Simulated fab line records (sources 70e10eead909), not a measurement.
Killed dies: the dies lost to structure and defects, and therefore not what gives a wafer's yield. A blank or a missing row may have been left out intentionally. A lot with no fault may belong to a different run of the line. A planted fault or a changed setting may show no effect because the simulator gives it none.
Chamber matching | flow nand harc | NHARC_A_STAIRCASE_DEP_417 on pecvd-03: 3 sister chambers
The step deposits Si3N4, target thk 60 nm. 16 wafers are shown with their chamber, then 8 later ones without.

EACH WAFER AND ITS CHAMBER
wafer  | chamber | heater power w (W)
L076.2 | 0       | 678
L076.3 | 1       | 640
L076.4 | 1       | 640
L078.1 | 0       | 603
L078.2 | 2       | 772
L078.6 | 0       | 601
L077.1 | 1       | 590
L077.2 | 0       | 604
L077.3 | 2       | 784
L082.2 | 0       | 591
L082.4 | 2       | 803
L082.5 | 0       | 591
L089.2 | 1       | 652
L089.4 | 1       | 660
L089.5 | 0       | 617
L092.1 | 2       | 787

SIGNATURES (means of the wafers above)
reading        | chamber 0 | chamber 1 | chamber 2 | scatter within a chamber
heater power w | 612.14    | 636.40    | 786.50    | 26.3
Rule: a wafer lies at a distance from a chamber equal to the root of the sum of squares, over the readings, of (its reading less the chamber's mean, divided by the reading's scatter). If the next closest chamber is less than 2 further off than the closest, the wafer can't be placed; otherwise it belongs to the closest. How the scatter is found: for the shown wafers, subtract from each reading the mean of its chamber, square and add these, divide the total by (wafers less chambers), then take the root.

WAFERS WITHOUT THEIR CHAMBER
wafer  | heater power w (W)
L092.4 | 634
L092.6 | 783
L093.4 | 778
L093.5 | 606
L093.6 | 682
L094.1 | 781
L094.3 | 691
L094.6 | 676

EACH ONE'S CHAMBER
wafer  | from the rows above          | in truth
L092.4 | can't be placed: 1 or 0      | 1
L092.6 | 2                            | 2
L093.4 | 2                            | 2
L093.5 | can't be placed: 0 or 1      | 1
L093.6 | can't be placed: 1 or 0      | 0
L094.1 | 2                            | 2
L094.3 | can't be placed: 1 or 0 or 2 | 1
L094.6 | can't be placed: 1 or 0      | 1
Placed correctly: 3 of 8. Not placeable from these rows: 5 (in 5, the candidates include the true chamber). 0 placed wrongly.
